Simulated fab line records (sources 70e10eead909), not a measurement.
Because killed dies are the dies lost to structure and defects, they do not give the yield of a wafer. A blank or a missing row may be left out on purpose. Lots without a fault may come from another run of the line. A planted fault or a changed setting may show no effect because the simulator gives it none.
2 desks, one fault + flow nand-harc + only its own numbers are on each desk; what lay behind them is given at the end

THE TOOL OWNER'S DESK: pecvd-onon-01
The tool's own readings at NHARC_A_ONON_D1_DEP_22 (target thk 1000 nm): means of the sampled wafers that have a number, for each lot that ran on this tool. Any lot whose mean is over 4 standard deviations away from the usual mean is out of limits and marked OUT; that distance is given in the brackets.
Columns: A = n2-flow-sccm at NHARC_A_ONON_D1_DEP_22, usual 2751 sccm; B = nh3-flow-sccm at NHARC_A_ONON_D1_DEP_22, usual 499.9 sccm; C = sih4-flow-sccm at NHARC_A_ONON_D1_DEP_22, usual 209.8 sccm
| lot  | first seen here | A    | B     | C     |
|------|-----------------|------|-------|-------|
| L514 | day 8 10:47     | 2756 | 498.9 | 208.9 |
| L518 | day 10 01:38    | 2764 | 499.1 | 209.9 |
| L527 | day 14 06:12    | 2751 | 498.9 | 209.6 |
| L530 | day 15 03:13    | 2745 | 502.4 | 209.9 |
Finding of this desk: none of the 4 lots has anything out of limits.

FROM THE METROLOGY DESK
Lot by lot, what the gauges showed, no matter which tool ran the lot: averages of those sampled wafers that carry a number. Any lot whose mean is over 4 standard deviations away from the usual mean is out of limits and marked OUT; that distance is given in the brackets.
Columns: A = thk-nm at NHARC_A_ONON_D1_THK_MEAS_05, usual 999 nm; B = thk-nm at NHARC_A_ONON_D1_THK_MEAS_14, usual 998 nm; C = thk-nm at NHARC_A_ONON_D1_THK_MEAS_24, usual 1001 nm
| lot  | first seen here | A    | B    | C               |
|------|-----------------|------|------|-----------------|
| L514 | day 7 23:50     | 1003 | 1000 | 994             |
| L515 | day 8 04:55     | 1016 | 995  | 990             |
| L516 | day 8 16:01     | 983  | 993  | 1010            |
| L518 | day 9 15:05     | 1004 | 1002 | 996             |
| L519 | day 10 00:33    | 996  | 999  | 994             |
| L520 | day 10 07:58    | 988  | 1000 | 996             |
| L522 | day 10 23:13    | 1006 | 999  | 1009            |
| L523 | day 11 14:37    | 992  | 1002 | 1025            |
| L527 | day 13 16:07    | 999  | 993  | 1051 (+5.6) OUT |
| L530 | day 14 16:14    | 994  | 1012 | 1024            |
| L533 | day 15 21:05    | 984  | 1011 | 987             |
| L535 | day 16 15:16    | 989  | 994  | 1007            |
| L536 | day 16 15:17    | 990  | 998  | 1011            |
| L537 | day 17 07:27    | 999  | 981  | 1002            |
This desk finds L527 out of limits, L527 being first, at day 14 06:43 (thk-nm at NHARC_A_ONON_D1_THK_MEAS_24). In limits: L514, L515, L516, L518, L519, L520, L522, L523, L530, L533, L535, L536, L537.

ALL TOGETHER
An alarm was possible from the metrology desk at day 14 06:43, on L527.
The tool owner's desk saw nothing out of limits.
The tool owner's desk has L527 on record, within its limits.
All the named lots went through NHARC_A_ONON_D1_DEP_22 on pecvd-onon-01.

WHAT THE SIMULATOR HAD INSERTED
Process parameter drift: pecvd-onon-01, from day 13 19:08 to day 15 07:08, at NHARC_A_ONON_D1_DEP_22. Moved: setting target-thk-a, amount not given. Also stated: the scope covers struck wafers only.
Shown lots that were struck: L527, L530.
Time in hours between the start of the fault and the first out-of-limits reading at each desk: metrology desk, 12.
